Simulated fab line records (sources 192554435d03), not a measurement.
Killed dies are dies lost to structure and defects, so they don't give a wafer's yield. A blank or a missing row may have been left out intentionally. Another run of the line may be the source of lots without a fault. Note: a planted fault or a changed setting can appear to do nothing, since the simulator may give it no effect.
fab line records -- flow n5Finfet
record: lots: 7, wafers: 39
route steps=1938 shown ZERO_LAYER@11 FIN_SAQP@100 HKMG_FIN@386
startH: hours from the record's opening day to when the first of the lot's shown wafers began -- waitH: hours elapsed since this lot's preceding step -- " as in the row above -- L1.1+2: a single row standing in for several wafers -- - no value, or no start was given -- * or withheld: withheld -- < > ~ a bound
route shown NAME@n: a module of which the file shows steps, and the number in the route of the first -- usual: average and standard deviation across the fault-free wafers -- same: alike in all rows -- chamber/n: place in a boat -- sites: the reading at each site -- _std_site: how widely they spread, as a standard deviation -- _edge_site: inner sites' mean taken away from outer sites' mean -- radiusMm: for every site, how far away it sits from the centre of the wafer -- mask NAME#n: copy n -- behind: the tool/chamber that last shaped the wafer -- hold: why the lot was held/for how many hours/how that ended -- device: the transistor (n, p or np) that didn't switch -- end of line: the route-end tests of the same wafers -- a step without rows: its recipe alone -- killed: count of dies lost to structure and defects at first sort (not the wafer's yield) -- map: a wafer's dies, marking killed ones x, the rest . and places with no die _
set.NAME: setting as actually run; set.NAME@STEP: the setting as run at that earlier step -- model.NAME: the simulator's own value behind a step, which no gauge read
lots with deliberately changed settings; one table per step, one row per wafer
== steps ==
step: N5_ZERO_LAYER_DEVELOP_10
recipe: developTimeS: 60, rinseLiquid: diw, dry: airSpin, devTempC: 21
lot.wafer,tool,chamber,startH,waitH,set.developTimeS
L076.1+2+6,lithoTrack-05,0,-,-,27.43
L076.3+4+5,lithoTrack-05,0,-,-,60
L078.1+2+5,lithoTrack-04,0,-,-,60
L079.1+2+3+4+5+6,lithoTrack-04,0,-,-,60
L084.1+5+6,lithoTrack-02,0,-,-,37.34
L084.2+3+4,lithoTrack-02,0,-,-,60
L089.1+2+4,lithoTrack-04,0,-,-,44.74
L089.3+5+6,lithoTrack-04,0,-,-,60
L091.1+4+6,lithoTrack-05,0,-,-,60
L091.2+3+5,lithoTrack-05,0,-,-,78.71
L095.1+3+4,lithoTrack-04,0,-,-,60
L095.2+5+6,lithoTrack-04,0,-,-,81.48
step: N5_ZERO_LAYER_HARDBAKE_23
recipe: tempC: 130, timeS: 120
step: N5_ZERO_LAYER_CD_MEAS_11
recipe: targetCdNm: 2000, landingEnergyEv: 500, detector: seInlens
usual: cdNm: 1999.8/1.9
lot.wafer,tool,chamber,startH,waitH,set.developTimeS@ZERO_LAYER_DEVELOP_10,cdNm
L076.1,cdSem-01,0,24.80,-,27.43,1981.9
L076.2,cdSem-01,0,24.80,-,27.43,1979.0
L076.3,cdSem-01,0,24.80,-,60,1997.2
L076.4,cdSem-01,0,24.80,-,60,2002.3
L076.5,cdSem-01,0,24.80,-,60,2000.0
L076.6,cdSem-01,0,24.80,-,27.43,1981.6
L078.1,cdSem-02,0,36.66,-,60,1998.0
L078.2,cdSem-02,0,36.66,-,60,2000.6
L078.5,cdSem-02,0,36.66,-,60,1999.1
L079.1,cdSem-02,0,42.77,-,60,1997.8
L079.2,cdSem-02,0,42.77,-,60,1999.5
L079.3,cdSem-02,0,42.77,-,60,1997.0
L079.4,cdSem-02,0,42.77,-,60,1999.8
L079.5,cdSem-02,0,42.77,-,60,1999.1
L079.6,cdSem-02,0,42.77,-,60,1995.5
L084.1,cdSem-01,0,72.78,-,37.34,1990.0
L084.2,cdSem-01,0,72.78,-,60,2000.9
L084.3,cdSem-01,0,72.78,-,60,2000.3
L084.4,cdSem-01,0,72.78,-,60,2000.9
L084.5,cdSem-01,0,72.78,-,37.34,1989.3
L084.6,cdSem-01,0,72.78,-,37.34,1990.5
L089.1,cdSem-03,0,102.77,-,44.74,1995.0
L089.2,cdSem-03,0,102.77,-,44.74,1990.8
L089.3,cdSem-03,0,102.77,-,60,2000.3
L089.4,cdSem-03,0,102.77,-,44.74,1993.0
L089.5,cdSem-03,0,102.77,-,60,1999.1
L089.6,cdSem-03,0,102.77,-,60,1999.2
L091.1,cdSem-02,0,114.66,-,60,1999.5
L091.2,cdSem-02,0,114.66,-,78.71,2004.6
L091.3,cdSem-02,0,114.66,-,78.71,2006.6
L091.4,cdSem-02,0,114.66,-,60,1999.9
L091.5,cdSem-02,0,114.66,-,78.71,2003.6
L091.6,cdSem-02,0,114.66,-,60,1998.0
L095.1,cdSem-03,0,138.82,-,60,1999.0
L095.2,cdSem-03,0,138.82,-,81.48,2005.4
L095.3,cdSem-03,0,138.82,-,60,1997.3
L095.4,cdSem-03,0,138.82,-,60,1998.3
L095.5,cdSem-03,0,138.82,-,81.48,2003.6
L095.6,cdSem-03,0,138.82,-,81.48,2006.0
step: N5_ZERO_LAYER_DESCUM_16
recipe: chemistry: O2, timeS: 7.9, sourcePowerW: 50, biasPowerW: 20, pressureMtorr: 20, rfFrequencyHz: 2.712e+07, tempC: 40, o2FlowSccm: 225
lot.wafer,tool,chamber,startH,waitH,set.developTimeS@ZERO_LAYER_DEVELOP_10,model.ZERO_LAYER.cdNm
L076.1,rieDiel-06,1,24.84,0.0,27.43,1982
L076.2,rieDiel-06,0,24.84,0.0,27.43,1979
L076.3,rieDiel-06,3,24.84,0.0,60,1997
L076.4,rieDiel-06,2,24.84,0.0,60,2002
L076.5,rieDiel-06,1,24.84,0.0,60,2000
L076.6,rieDiel-06,2,24.84,0.0,27.43,1981
L078.1,rieDiel-06,0,36.70,0.0,60,1998
L078.2,rieDiel-06,3,36.70,0.0,60,2000
L078.5,rieDiel-06,2,36.70,0.0,60,1999
L079.1,rieDiel-01,2,42.81,0.0,60,1998
L079.2+4,rieDiel-01,"1,3",42.81,0.0,60,2000
L079.3,rieDiel-01,3,42.81,0.0,60,1997
L079.5,rieDiel-01,2,42.81,0.0,60,1999
L079.6,rieDiel-01,1,42.81,0.0,60,1996
L084.1,rieDiel-01,1,72.82,0.0,37.34,1990
L084.2+4,rieDiel-01,0,72.82,0.0,60,2001
L084.3,rieDiel-01,3,72.82,0.0,60,2000
L084.5,rieDiel-01,3,72.82,0.0,37.34,1989
L084.6,rieDiel-01,1,72.82,0.0,37.34,1991
L089.1,rieDiel-06,2,102.80,0.0,44.74,1995
L089.2,rieDiel-06,3,102.80,0.0,44.74,1991
L089.3,rieDiel-06,1,102.80,0.0,60,2000
L089.4,rieDiel-06,1,102.80,0.0,44.74,1993
L089.5+6,rieDiel-06,"2,3",102.80,0.0,60,1999
L091.1+4,rieDiel-02,"0,1",114.70,0.0,60,2000
L091.2,rieDiel-02,2,114.70,0.0,78.71,2005
L091.3,rieDiel-02,3,114.70,0.0,78.71,2006
L091.5,rieDiel-02,3,114.70,0.0,78.71,2004
L091.6,rieDiel-02,0,114.70,0.0,60,1998
L095.1,rieDiel-01,2,138.86,0.0,60,1999
L095.2+6,rieDiel-01,"3,1",138.86,0.0,81.48,2006
L095.3+4,rieDiel-01,"1,0",138.86,0.0,60,1998
L095.5,rieDiel-01,2,138.86,0.0,81.48,2004
step: N5_FIN_SAQP_PECVD_06
recipe: material: a-Si, targetThkA: 600, tempC: 400, precursor: SiH4/He, pressureTorr: 3, rfW: 100, timeS: 48.1
lot.wafer,tool,chamber,startH,waitH,set.timeS,model.a-Si_of_FIN_SAQP_PECVD_06.thkNm
L076.1,pecvd-01,1,33.46,0.0,48.1,60.18
L076.2,pecvd-01,0,33.46,0.0,48.1,58.82
L076.3,pecvd-01,2,33.46,0.0,62.33,77.62
L076.4+6,pecvd-01,"1,2",33.46,0.0,62.33,78.6
L076.5,pecvd-01,0,33.46,0.0,48.1,60.59
L078.1,pecvd-04,0,45.26,0.0,48.1,58.83
L078.2,pecvd-04,2,45.26,0.0,48.1,59.36
L078.5,pecvd-04,1,45.26,0.0,48.1,60.02
L079.1,pecvd-01,0,51.46,0.0,48.1,60.04
L079.2,pecvd-01,2,51.46,0.0,34.95,43.6
L079.3,pecvd-01,1,51.46,0.0,48.1,60.13
L079.4,pecvd-01,2,51.46,0.0,34.95,44.5
L079.5,pecvd-01,0,51.46,0.0,48.1,60.36
L079.6,pecvd-01,1,51.46,0.0,34.95,43.74
L084.1,pecvd-01,1,81.46,0.0,48.1,60.22
L084.2,pecvd-01,2,81.46,0.0,48.1,59.57
L084.3,pecvd-01,0,81.46,0.0,48.1,60.04
L084.4,pecvd-01,2,81.46,0.0,31.17,39.14
L084.5,pecvd-01,0,81.46,0.0,31.17,39.34
L084.6,pecvd-01,1,81.46,0.0,31.17,38.96
L089.1,pecvd-01,0,110.72,0.0,48.1,59.5
L089.2,pecvd-01,1,110.72,0.0,75.66,94.01
L089.3,pecvd-01,2,110.72,0.0,48.1,60.35
L089.4,pecvd-01,0,110.72,0.0,75.66,95.93
L089.5,pecvd-01,1,110.72,0.0,48.1,59.77
L089.6,pecvd-01,2,110.72,0.0,75.66,95.65
L091.1,pecvd-02,0,124.50,0.0,23.88,29.56
L091.2,pecvd-02,2,124.50,0.0,48.1,59.93
L091.3,pecvd-02,1,124.50,0.0,48.1,59.1
L091.4,pecvd-02,2,124.50,0.0,48.1,60.43
L091.5,pecvd-02,1,124.50,0.0,23.88,29.51
L091.6,pecvd-02,0,124.50,0.0,23.88,30.41
L095.1,pecvd-01,1,147.44,0.0,48.1,59.31
L095.2,pecvd-01,2,147.44,0.0,48.1,58.21
L095.3,pecvd-01,0,147.44,0.0,48.1,58.65
L095.4,pecvd-01,2,147.44,0.0,48.1,60.26
L095.5,pecvd-01,1,147.44,0.0,48.1,59.7
L095.6,pecvd-01,0,147.44,0.0,48.1,59.81
step: N5_FIN_SAQP_THK_MEAS_07
usual: thkNm: 59.8/0.77
lot.wafer,tool,chamber,startH,waitH,set.timeS@FIN_SAQP_PECVD_06,thkNm
L076.1,filmMetro-02,-,33.55,0.1,48.1,60.2
L076.2,filmMetro-02,-,33.55,0.1,48.1,58.8
L076.3,filmMetro-02,-,33.55,0.1,62.33,77.6
L076.4,filmMetro-02,-,33.55,0.1,62.33,78.5
L076.5,filmMetro-02,-,33.55,0.1,48.1,60.6
L076.6,filmMetro-02,-,33.55,0.1,62.33,78.6
L078.1,filmMetro-01,-,45.35,0.1,48.1,58.8
L078.2,filmMetro-01,-,45.35,0.1,48.1,59.4
L078.5,filmMetro-01,-,45.35,0.1,48.1,60.0
L079.1,filmMetro-01,-,51.56,0.1,48.1,60.0
L079.2,filmMetro-01,-,51.56,0.1,34.95,43.6
L079.3,filmMetro-01,-,51.56,0.1,48.1,60.1
L079.4,filmMetro-01,-,51.56,0.1,34.95,44.5
L079.5,filmMetro-01,-,51.56,0.1,48.1,60.4
L079.6,filmMetro-01,-,51.56,0.1,34.95,43.8
L084.1,filmMetro-02,-,81.55,0.1,48.1,60.3
L084.2,filmMetro-02,-,81.55,0.1,48.1,59.6
L084.3,filmMetro-02,-,81.55,0.1,48.1,60.0
L084.4,filmMetro-02,-,81.55,0.1,31.17,39.2
L084.5,filmMetro-02,-,81.55,0.1,31.17,39.3
L084.6,filmMetro-02,-,81.55,0.1,31.17,39.0
L089.1,filmMetro-01,-,110.81,0.1,48.1,59.5
L089.2,filmMetro-01,-,110.81,0.1,75.66,94.1
L089.3,filmMetro-01,-,110.81,0.1,48.1,60.3
L089.4,filmMetro-01,-,110.81,0.1,75.66,96.0
L089.5,filmMetro-01,-,110.81,0.1,48.1,59.7
L089.6,filmMetro-01,-,110.81,0.1,75.66,95.7
L091.1,filmMetro-01,-,124.59,0.1,23.88,29.6
L091.2,filmMetro-01,-,124.59,0.1,48.1,60.0
L091.3,filmMetro-01,-,124.59,0.1,48.1,59.1
L091.4,filmMetro-01,-,124.59,0.1,48.1,60.4
L091.5,filmMetro-01,-,124.59,0.1,23.88,29.5
L091.6,filmMetro-01,-,124.59,0.1,23.88,30.4
L095.1,filmMetro-02,-,147.53,0.1,48.1,59.3
L095.2,filmMetro-02,-,147.53,0.1,48.1,58.2
L095.3,filmMetro-02,-,147.53,0.1,48.1,58.6
L095.4,filmMetro-02,-,147.53,0.1,48.1,60.2
L095.5,filmMetro-02,-,147.53,0.1,48.1,59.7
L095.6,filmMetro-02,-,147.53,0.1,48.1,59.8
step: N5_FIN_SAQP_HM_DEP_72
recipe: material: SiO2, targetThkA: 120, tempC: 400, precursor: SiH4/N2O, pressureTorr: 0.75, rfW: 275, timeS: 7.2
step: N5_FIN_SAQP_COAT_49
recipe: resist: SOC, tempC: 250, timeS: 60, spinRpm: 1500, resistThkNm: 100
step: N5_FIN_SAQP_HM_OPEN_73
recipe: chemistry: CHF3/O2, target: SiO2, stopOn: a-Si, targetDepthA: 120, overEtchFrac: 1.8, maskMaterial: SOC, timeS: 16.8, pressureMtorr: 30, sourceW: 650, biasW: 170, Ar_flow_sccm: 200, CHF3_flow_sccm: 50, O2_flow_sccm: 5, ionEnergyEv: 200, ends: endPoint
step: N5_FIN_SAQP_STRIP_74
recipe: chemistry: CHF3/O2, resist: SiARC, rfFrequencyHz: 6e+07
step: N5_FIN_SAQP_MANDREL_ETCH_22
recipe: targetDepthA: 600, chemistry: HBr/Cl2, target: a-Si, stopOn: SiNx, btTimeS: 10, overEtchFrac: 0.5, timeS: 30, pressureMtorr: 10, icpW: 800, biasW: 75, HBr_flow_sccm: 150, Cl2_flow_sccm: 80, ends: endPoint
usual: oesProductAu: 0.767/0.012
lot.wafer,tool,chamber,startH,waitH,set.timeS@FIN_SAQP_PECVD_06,oesProductAu,model.etch.depthNm
L076.1,rieSi-06,2,34.29,0.0,48.1,0.791,60.18
L076.2,rieSi-06,0,34.29,0.0,48.1,0.751,58.82
L076.3,rieSi-06,3,34.29,0.0,62.33,0.894,77.61
L076.4,rieSi-06,1,34.29,0.0,62.33,0.898,78.6
L076.5,rieSi-06,0,34.29,0.0,48.1,0.761,60.59
L076.6,rieSi-06,1,34.29,0.0,62.33,0.895,78.59
L078.1,rieSi-05,1,46.21,0.0,48.1,0.756,58.83
L078.2,rieSi-05,0,46.21,0.0,48.1,0.760,59.29
L078.5,rieSi-05,2,46.21,0.0,48.1,0.788,60.02
L079.1,rieSi-06,2,52.43,0.0,48.1,0.775,59.99
L079.2,rieSi-06,1,52.43,0.0,34.95,0.625,43.46
L079.3,rieSi-06,3,52.43,0.0,48.1,0.766,60.06
L079.4,rieSi-06,0,52.43,0.0,34.95,0.641,44.43
L079.5,rieSi-06,3,52.43,0.0,48.1,0.763,60.22
L079.6,rieSi-06,0,52.43,0.0,34.95,0.637,43.7
L084.1,rieSi-05,3,82.42,0.0,48.1,0.773,60.18
L084.2,rieSi-05,1,82.42,0.0,48.1,0.762,59.5
L084.3,rieSi-05,2,82.42,0.0,48.1,0.782,59.9
L084.4,rieSi-05,0,82.42,0.0,31.17,0.601,39.14
L084.5,rieSi-05,0,82.42,0.0,31.17,0.605,39.27
L084.6,rieSi-05,3,82.42,0.0,31.17,0.599,38.92
L089.1,rieSi-05,0,111.55,0.0,48.1,0.766,59.5
L089.2,rieSi-05,3,111.55,0.0,75.66,0.996,90.77
L089.3,rieSi-05,2,111.55,0.0,48.1,0.785,60.33
L089.4,rieSi-05,1,111.55,0.0,75.66,0.989,88.82
L089.5,rieSi-05,2,111.55,0.0,48.1,0.786,59.77
L089.6,rieSi-05,1,111.55,0.0,75.66,0.994,89.46
L091.1,rieSi-05,1,125.62,0.0,23.88,0.534,29.48
L091.2,rieSi-05,3,125.62,0.0,48.1,0.776,59.89
L091.3,rieSi-05,0,125.62,0.0,48.1,0.754,59.1
L091.4,rieSi-05,2,125.62,0.0,48.1,0.786,60.39
L091.5,rieSi-05,3,125.62,0.0,23.88,0.532,29.51
L091.6,rieSi-05,2,125.62,0.0,23.88,0.549,30.33
L095.1,rieSi-03,1,148.46,0.0,48.1,0.745,59.27
L095.2,rieSi-03,3,148.46,0.0,48.1,0.760,58.21
L095.3,rieSi-03,2,148.46,0.0,48.1,0.780,58.64
L095.4,rieSi-03,0,148.46,0.0,48.1,0.759,60.18
L095.5,rieSi-03,2,148.46,0.0,48.1,0.791,59.66
L095.6,rieSi-03,3,148.46,0.0,48.1,0.778,59.81
step: N5_FIN_SAQP_STRIP_55
recipe: chemistry: N2/H2, powerW: 500, tempC: 40, pressureMtorr: 50, rfFrequencyHz: 6e+07, overashFraction: 0.3, biasPowerW: 28, h2Frac: 0.5, n2FlowSccm: 300, h2FlowSccm: 300
step: N5_FIN_SAQP_STRIP_23
recipe: chemistry: SPM, timeS: 750, tempC: 130, h2so4H2o2VolRatio: 4
step: N5_FIN_SAQP_SRD_39
recipe: dry: ipaMarangoni, timeS: 30, tempC: 23, rinseLiquid: diw
step: N5_FIN_SAQP_INSPECT_40
recipe: inspectInstrument: brightfield, mode: aei
usual: rawDefectCount: 225/68
lot.wafer,tool,chamber,startH,waitH,set.timeS@FIN_SAQP_PECVD_06,rawDefectCount
L076.1,defectInspect-01,-,39.03,0.0,48.1,117
L076.2,defectInspect-01,-,39.03,0.0,48.1,204
L076.3,defectInspect-01,-,39.03,0.0,62.33,279
L076.4,defectInspect-01,-,39.03,0.0,62.33,210
L076.5,defectInspect-01,-,39.03,0.0,48.1,219
L076.6,defectInspect-01,-,39.03,0.0,62.33,167
L078.1,defectInspect-02,-,50.74,0.0,48.1,308
L078.2,defectInspect-02,-,50.74,0.0,48.1,215
L078.5,defectInspect-02,-,50.74,0.0,48.1,303
L079.1,defectInspect-02,-,56.28,0.0,48.1,157
L079.2,defectInspect-02,-,56.28,0.0,34.95,216
L079.3,defectInspect-02,-,56.28,0.0,48.1,108
L079.4,defectInspect-02,-,56.28,0.0,34.95,152
L079.5,defectInspect-02,-,56.28,0.0,48.1,178
L079.6,defectInspect-02,-,56.28,0.0,34.95,151
L084.1,defectInspect-02,-,86.72,0.0,48.1,198
L084.2,defectInspect-02,-,86.72,0.0,48.1,303
L084.3,defectInspect-02,-,86.72,0.0,48.1,360
L084.4,defectInspect-02,-,86.72,0.0,31.17,247
L084.5,defectInspect-02,-,86.72,0.0,31.17,247
L084.6,defectInspect-02,-,86.72,0.0,31.17,254
L089.1,defectInspect-02,-,116.20,0.0,48.1,306
L089.2,defectInspect-02,-,116.20,0.0,75.66,1873
L089.3,defectInspect-02,-,116.20,0.0,48.1,182
L089.4,defectInspect-02,-,116.20,0.0,75.66,1855
L089.5,defectInspect-02,-,116.20,0.0,48.1,283
L089.6,defectInspect-02,-,116.20,0.0,75.66,1879
L091.1,defectInspect-01,-,130.96,0.0,23.88,182
L091.2,defectInspect-01,-,130.96,0.0,48.1,237
L091.3,defectInspect-01,-,130.96,0.0,48.1,213
L091.4,defectInspect-01,-,130.96,0.0,48.1,270
L091.5,defectInspect-01,-,130.96,0.0,23.88,303
L091.6,defectInspect-01,-,130.96,0.0,23.88,215
L095.1,defectInspect-01,-,152.59,0.0,48.1,221
L095.2,defectInspect-01,-,152.59,0.0,48.1,209
L095.3,defectInspect-01,-,152.59,0.0,48.1,167
L095.4,defectInspect-01,-,152.59,0.0,48.1,205
L095.5,defectInspect-01,-,152.59,0.0,48.1,178
L095.6,defectInspect-01,-,152.59,0.0,48.1,148
step: N5_HKMG_FIN_HK_ALD_01
recipe: material: HfO2, targetThkA: 16, tempC: withheld, aldPrecursorFamily: HfCl4, aldCoReactant: H2O, pulseTimeS: 3, purgeTimeS: 3, coReactantPurgeTimeS: 2.5, coReactantPulseTimeS: 0.3, aldCycles: 30
lot.wafer,tool,chamber,startH,waitH,set.aldCycles,model.HfO2_of_HKMG_FIN_HK_ALD_01.thkNm
L076.1+4+5,aldHk-03,"0,2,0",81.67,0.0,30,1.6
L076.2+3+6,aldHk-03,"3,1,3",81.67,0.0,22,1.2
L078.1+2+5,aldHk-03,"2,3,2",94.99,0.0,30,1.6
L079.1+3+4,aldHk-01,"1,0,3",98.32,0.0,30,1.6
L079.2+5+6,aldHk-01,"2,2,3",98.32,0.0,14,0.8
L084.1+2+3+4+5+6,aldHk-03,"3,1,0,2,0,3",131.59,0.0,30,1.6
L089.1+3+6,aldHk-02,"2,3,3",161.32,0.0,30,1.6
L089.2+4+5,aldHk-02,"0,1,2",161.32,0.0,18,1
L091.1+3+5,aldHk-03,"0,2,3",172.32,0.0,14,0.8
L091.2+4+6,aldHk-03,"1,3,0",172.32,0.0,30,1.6
L095.1+2+4,aldHk-02,"0,2,1",195.05,0.0,30,1.6
L095.3+5+6,aldHk-02,"3,1,0",195.05,0.0,41,2.2
step: N5_HKMG_FIN_HK_ANNEAL_02
recipe: tempC: 700, timeS: 30, ambient: N2, idleTempC: 600, rampUpCPerS: 150, rampDownCPerS: 60, coolToC: 600
step: N5_HKMG_FIN_ALD_74
recipe: material: La2O3, targetThkA: 5, tempC: 250, aldPrecursorFamily: La-Cp, aldCoReactant: O3, pulseTimeS: 6, coReactantPulseTimeS: 1, purgeTimeS: 3, coReactantPurgeTimeS: 3
step: N5_HKMG_FIN_WET_ETCH_82
recipe: chemistry: dHCl, mix: 1:10000, tempC: 25, target: La2O3, stopOn: HfO2, targetDepthNm: 2, dry: ipaMarangoni, rinseTimeS: 30, rinseTempC: 23
step: N5_HKMG_FIN_ALD_36
recipe: material: TiN, targetThkA: 10, tempC: 400, aldPrecursorFamily: TiCl4, aldCoReactant: NH3, pulseTimeS: 1, purgeTimeS: 3, coReactantPurgeTimeS: 2, coReactantPulseTimeS: 2, aldCycles: 47, pressureTorr: 3
step: N5_HKMG_FIN_THK_MEAS_70
recipe: thkMeasGauge: xrf, reads: HfO2_of_HKMG_FIN_HK_ALD_01
usual: HK_THK: 1.602/0.019
lot.wafer,tool,chamber,startH,waitH,set.aldCycles@HKMG_FIN_HK_ALD_01,HK_THK[nm]
L076.1,filmMetro-01,-,85.17,0.2,30,1.622
L076.2,filmMetro-01,-,85.17,0.2,22,1.162
L076.3,filmMetro-01,-,85.17,0.2,22,1.182
L076.4,filmMetro-01,-,85.17,0.2,30,1.622
L076.5,filmMetro-01,-,85.17,0.2,30,1.617
L076.6,filmMetro-01,-,85.17,0.2,22,1.189
L078.1,filmMetro-01,-,98.54,0.2,30,1.597
L078.2,filmMetro-01,-,98.54,0.2,30,1.575
L078.5,filmMetro-01,-,98.54,0.2,30,1.613
L079.1,filmMetro-01,-,101.90,0.2,30,1.598
L079.2,filmMetro-01,-,101.90,0.2,14,0.737
L079.3,filmMetro-01,-,101.90,0.2,30,1.566
L079.4,filmMetro-01,-,101.90,0.2,30,1.580
L079.5,filmMetro-01,-,101.90,0.2,14,0.742
L079.6,filmMetro-01,-,101.90,0.2,14,0.738
L084.1,filmMetro-01,-,134.91,0.2,30,1.597
L084.2,filmMetro-01,-,134.91,0.2,30,1.592
L084.3,filmMetro-01,-,134.91,0.2,30,1.592
L084.4,filmMetro-01,-,134.91,0.2,30,1.606
L084.5,filmMetro-01,-,134.91,0.2,30,1.601
L084.6,filmMetro-01,-,134.91,0.2,30,1.563
L089.1,filmMetro-02,-,164.77,0.2,30,1.602
L089.2,filmMetro-02,-,164.77,0.2,18,0.977
L089.3,filmMetro-02,-,164.77,0.2,30,1.596
L089.4,filmMetro-02,-,164.77,0.2,18,0.941
L089.5,filmMetro-02,-,164.77,0.2,18,0.950
L089.6,filmMetro-02,-,164.77,0.2,30,1.592
L091.1,filmMetro-02,-,176.34,0.2,14,0.768
L091.2,filmMetro-02,-,176.34,0.2,30,1.627
L091.3,filmMetro-02,-,176.34,0.2,14,0.756
L091.4,filmMetro-02,-,176.34,0.2,30,1.567
L091.5,filmMetro-02,-,176.34,0.2,14,0.746
L091.6,filmMetro-02,-,176.34,0.2,30,1.593
L095.1,filmMetro-02,-,198.72,0.2,30,1.621
L095.2,filmMetro-02,-,198.72,0.2,30,1.627
L095.3,filmMetro-02,-,198.72,0.2,41,2.191
L095.4,filmMetro-02,-,198.72,0.2,30,1.592
L095.5,filmMetro-02,-,198.72,0.2,41,2.177
L095.6,filmMetro-02,-,198.72,0.2,41,2.197
== key ==
split: step: N5_ZERO_LAYER_DEVELOP_10, setting: developTimeS, stated: 60, by: wafer
response: step: N5_ZERO_LAYER_CD_MEAS_11, reading: cdNm, change: +0.279, per: 1%, r: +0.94
response: step: N5_ZERO_LAYER_DESCUM_16, reading: model.ZERO_LAYER.cdNm, change: +0.281, per: 1%, r: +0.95
split: step: N5_FIN_SAQP_PECVD_06, setting: timeS, stated: 48.1, by: wafer
response: step: N5_FIN_SAQP_PECVD_06, reading: model.a-Si_of_FIN_SAQP_PECVD_06.thkNm, change: +0.605, per: 1%, r: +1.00
response: step: N5_FIN_SAQP_THK_MEAS_07, reading: thkNm, change: *, per: 1%, r: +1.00
response: step: N5_FIN_SAQP_MANDREL_ETCH_22, reading: oesProductAu, change: +0.00431, per: 1%, r: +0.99
response: step: N5_FIN_SAQP_MANDREL_ETCH_22, reading: model.etch.depthNm, change: +0.569, per: 1%, r: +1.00
response: step: N5_FIN_SAQP_INSPECT_40, reading: rawDefectCount, shape: bent, atLowest: 233, atStated: 220, atHighest: 1869
split: step: N5_HKMG_FIN_HK_ALD_01, setting: aldCycles, stated: 30, by: wafer
response: step: N5_HKMG_FIN_HK_ALD_01, reading: model.HfO2_of_HKMG_FIN_HK_ALD_01.thkNm, change: +0.0152, per: 1%, r: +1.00
response: step: N5_HKMG_FIN_THK_MEAS_70, reading: HK_THK, change: +0.0159, per: 1%, r: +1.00
